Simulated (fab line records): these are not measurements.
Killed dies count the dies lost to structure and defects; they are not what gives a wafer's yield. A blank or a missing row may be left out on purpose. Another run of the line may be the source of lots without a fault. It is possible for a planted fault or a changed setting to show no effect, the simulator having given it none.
Chamber matching | flow nandHarc | NHARC_A_BONDPAD_ETCH_24 on rieDiel-06 has 4 sister chambers
The step etches the open film in CF4/N2, target depth 30 nm, time 72.99 s. 16 wafers are shown with their chamber, then 8 later ones without.

EACH WAFER AND ITS CHAMBER
wafer  | chamber | drypumpMotorCurrentA (A) | oesProductAu (a.u.) | rfVppV (V)
L653.2 | 3       | 6.0                      | 1.001               | 315.9
L653.4 | 2       | 5.4                      | 1.009               | 318.0
L653.5 | 2       | 5.4                      | 1.015               | 315.0
L655.2 | 0       | 5.0                      | 0.999               | 313.5
L655.3 | 1       | 5.3                      | 0.995               | 315.3
L655.5 | 0       | 5.0                      | 0.987               | 316.6
L657.1 | 3       | 6.0                      | 1.014               | 314.5
L657.3 | 0       | 5.0                      | 0.998               | 315.1
L657.5 | 3       | 5.9                      | 1.015               | 315.6
L660.1 | 2       | 5.4                      | 1.014               | 317.5
L660.2 | 0       | 5.0                      | 1.003               | 313.8
L660.4 | 1       | 5.4                      | 1.000               | 316.1
L658.1 | 0       | 5.0                      | 0.993               | 315.5
L658.3 | 3       | 6.0                      | 1.003               | 314.5
L658.6 | 2       | 5.4                      | 1.008               | 317.2
L661.1 | 3       | 6.0                      | 1.013               | 314.4

SIGNATURES, as means of the wafers listed above
reading              | chamber 0 | chamber 1 | chamber 2 | chamber 3 | scatter within a chamber
drypumpMotorCurrentA | 5.000     | 5.350     | 5.400     | 5.980     | 0.0329
oesProductAu         | 0.99600   | 0.99750   | 1.01150   | 1.00920   | 0.00561
rfVppV               | 314.900   | 315.700   | 316.925   | 314.980   | 1.08
Rule: a wafer lies at a distance from a chamber equal to the root of the sum of squares, over the readings, of (its reading less the chamber's mean, divided by the reading's scatter). If the next closest chamber is less than 2 further off than the closest, the wafer can't be placed; otherwise it belongs to the closest. How the scatter is found: for the shown wafers, subtract from each reading the mean of its chamber, square and add these, divide the total by (wafers less chambers), then take the root.

WAFERS WITH NO CHAMBER GIVEN
wafer  | drypumpMotorCurrentA (A) | oesProductAu (a.u.) | rfVppV (V)
L661.3 | 5.3                      | 0.994               | 316.1
L661.6 | 6.0                      | 0.998               | 314.6
L662.2 | 5.3                      | 1.001               | 315.3
L662.3 | 5.4                      | 1.021               | 317.6
L662.5 | 5.3                      | 1.005               | 313.0
L667.1 | 6.0                      | 1.008               | 313.8
L667.3 | 5.0                      | 1.005               | 314.1
L667.4 | 5.0                      | 1.003               | 314.5

CHAMBER TAKEN BY EACH
wafer  | from the rows above     | in truth
L661.3 | 1                       | 1
L661.6 | 3                       | 3
L662.2 | 1                       | 1
L662.3 | 2                       | 2
L662.5 | can't be placed: 1 or 2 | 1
L667.1 | 3                       | 3
L667.3 | 0                       | 0
L667.4 | 0                       | 0
Correctly placed: 7 of 8. From these rows, 1 cannot be placed; in 1 the true chamber is one of the candidates. Placed wrongly: 0.
